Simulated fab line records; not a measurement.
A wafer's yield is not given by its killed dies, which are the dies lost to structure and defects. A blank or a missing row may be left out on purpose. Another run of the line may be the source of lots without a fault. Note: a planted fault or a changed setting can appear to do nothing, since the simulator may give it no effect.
Chamber matching || flow n5 finfet || N5_SD_EPI_P_ETCH_16 on rie diel-06 has 4 sister chambers
The step etches SiO2 in CHF3/O2, target depth 5 nm. 4 wafers are shown with their chamber, then 11 later ones without.

WAFERS WITH THEIR CHAMBER
{"wafer": "L082.4", "chamber": 0, "showerhead plenum p Torr (Torr)": 2.36}
{"wafer": "L087.2", "chamber": 1, "showerhead plenum p Torr (Torr)": 2.28}
{"wafer": "L090.6", "chamber": 3, "showerhead plenum p Torr (Torr)": 2.32}
{"wafer": "L092.2", "chamber": 2, "showerhead plenum p Torr (Torr)": 2.49}

WAFERS WITH NO CHAMBER GIVEN
{"wafer": "L092.5", "showerhead plenum p Torr (Torr)": 2.31}
{"wafer": "L092.6", "showerhead plenum p Torr (Torr)": 2.35}
{"wafer": "L093.3", "showerhead plenum p Torr (Torr)": 2.57}
{"wafer": "L093.4", "showerhead plenum p Torr (Torr)": 2.31}
{"wafer": "L093.5", "showerhead plenum p Torr (Torr)": 2.57}
{"wafer": "L095.1", "showerhead plenum p Torr (Torr)": 2.56}
{"wafer": "L095.5", "showerhead plenum p Torr (Torr)": 2.35}
{"wafer": "L095.6", "showerhead plenum p Torr (Torr)": 2.56}
{"wafer": "L097.1", "showerhead plenum p Torr (Torr)": 2.48}
{"wafer": "L097.4", "showerhead plenum p Torr (Torr)": 2.48}
{"wafer": "L097.5", "showerhead plenum p Torr (Torr)": 2.31}

EACH ONE'S CHAMBER
{"wafer": "L092.5", "from the rows above": "can't be placed: 3 or 1 or 0", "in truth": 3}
{"wafer": "L092.6", "from the rows above": "can't be placed: 0 or 3 or 1", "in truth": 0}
{"wafer": "L093.3", "from the rows above": 2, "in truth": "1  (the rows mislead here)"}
{"wafer": "L093.4", "from the rows above": "can't be placed: 3 or 1 or 0", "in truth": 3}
{"wafer": "L093.5", "from the rows above": 2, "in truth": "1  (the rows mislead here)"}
{"wafer": "L095.1", "from the rows above": 2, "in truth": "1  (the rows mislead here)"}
{"wafer": "L095.5", "from the rows above": "can't be placed: 0 or 3 or 1", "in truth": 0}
{"wafer": "L095.6", "from the rows above": 2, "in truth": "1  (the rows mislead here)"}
{"wafer": "L097.1", "from the rows above": 2, "in truth": 2}
{"wafer": "L097.4", "from the rows above": 2, "in truth": 2}
{"wafer": "L097.5", "from the rows above": "can't be placed: 3 or 1 or 0", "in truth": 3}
Correctly placed: 2 of 11. These rows do not allow placing 5 (true chamber among the candidates in 5). Number placed wrongly: 4.
How it was worked out, from the rows above alone: a wafer's distance from a chamber is the root of the sum, over the readings, of the square of ((its reading less the chamber's mean) divided by the reading's scatter). The wafer belongs to the nearest chamber; if the next one is less than 2 further off, it can't be placed. Each chamber's mean is taken over the wafers shown for it. The scatter: with one shown wafer a chamber, the root of the mean of the squares of how far each hidden wafer lies from its nearest shown one.
